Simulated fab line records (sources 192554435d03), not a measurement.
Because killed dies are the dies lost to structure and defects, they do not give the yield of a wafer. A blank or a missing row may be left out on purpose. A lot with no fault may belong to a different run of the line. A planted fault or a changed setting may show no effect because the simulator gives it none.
A single fault, viewed from 2 desks -- flow n5Finfet -- only its own numbers are on each desk; what lay behind them is given at the end

## AT THE METROLOGY DESK
What the gauges read for every lot (on any tool): the sampled wafers with a number, averaged. Marked OUT: a lot whose mean sits more than 4 standard deviations from the usual mean, which makes it out of limits; the brackets give that distance. Of its 10 readings 7 are shown: those that lie furthest out on some lot.
Columns: A = DIBL_P at N5_BEOL_M4_RC_MEAS_101, usual 35.6 mV/V; B = IOFF_P at N5_BEOL_M4_RC_MEAS_101, usual 0.19 nA/um; C = ION_N at N5_BEOL_M4_RC_MEAS_101, usual 668 uA/um; D = ION_P at N5_BEOL_M4_RC_MEAS_101, usual 455 uA/um; E = SS_N at N5_BEOL_M4_RC_MEAS_101, usual 71.5 mV/dec; F = VT_N at N5_BEOL_M4_RC_MEAS_101, usual 251 mV; G = VT_P at N5_BEOL_M4_RC_MEAS_101, usual -253 mV
lot,first seen here,A,B,C,D,E,F,G
L131,day 8 22:11,35.4,0.21,670,459,70.6,250,-250
L133,day 9 06:52,35.1,0.17,655,446,71.3,252,-253
L135,day 9 23:53,36.2,0.22,672,460,71.6,250,-251
L137,day 11 01:13,38.5,0.22,679,461,72.1,249,-252
L144,day 13 16:12,38.1,0.21,679,458,71.7,248,-251
L146,day 13 17:46,37.6,0.19,667,454,71.8,249,-256
L147,day 13 20:47,35.3,0.19,665,455,71.1,250,-251
L151,day 14 10:26,35.0,0.19,665,454,71.9,254,-253
L152,day 14 13:58,36.4,0.22,678,463,72.2,249,-251
L153,day 14 21:43,35.4,0.15,664,445,71.4,255,-261
This desk's verdict: no lot among the 10 shows anything out of limits.

## FOR THE TOOL OWNER'S DESK: lithoTrack-03
The tool's own readings at N5_FIN_SAQP_COAT_10 (resist thk 90 nm): means of the sampled wafers that have a number, for each lot that ran on this tool. Marked OUT: a lot whose mean sits more than 4 standard deviations from the usual mean, which makes it out of limits; the brackets give that distance.
Columns: A = resistLineTempC at N5_FIN_SAQP_COAT_10, usual 23.01 C; B = spinSpeedRpm at N5_FIN_SAQP_COAT_10, usual 1499.8 rpm
lot,first seen here,A,B
L133,day 2 10:40,23.14,1500.4
L135,day 2 22:00,23.09,1500.9
L144,day 5 04:43,22.83,2060.3 (+99 or more) OUT
L146,day 5 15:43,22.85,2057.7 (+99 or more) OUT
L147,day 5 21:39,22.96,2059.7 (+99 or more) OUT
This desk's verdict: out of limits on L144, L146, L147, starting with L144 at day 5 04:43 (spinSpeedRpm at N5_FIN_SAQP_COAT_10). Within limits: L133, L135.

## BROUGHT TOGETHER
An alarm could have come from the tool owner's desk at day 5 04:43, on L144, L146, L147.
From the metrology desk's view, nothing was out of limits.
The metrology desk has L144, L146, L147 on record, within its limits.
N5_FIN_SAQP_COAT_10 was run on lithoTrack-03 by each of the lots named.

## WHAT THE SIMULATOR PUT IN
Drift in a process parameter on lithoTrack-03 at N5_FIN_SAQP_COAT_10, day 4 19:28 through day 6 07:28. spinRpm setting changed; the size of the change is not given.
Struck lots among those shown: L144, L146, L147.
Hours from the fault's start to each desk's first reading out of limits: the tool owner's desk, 9.
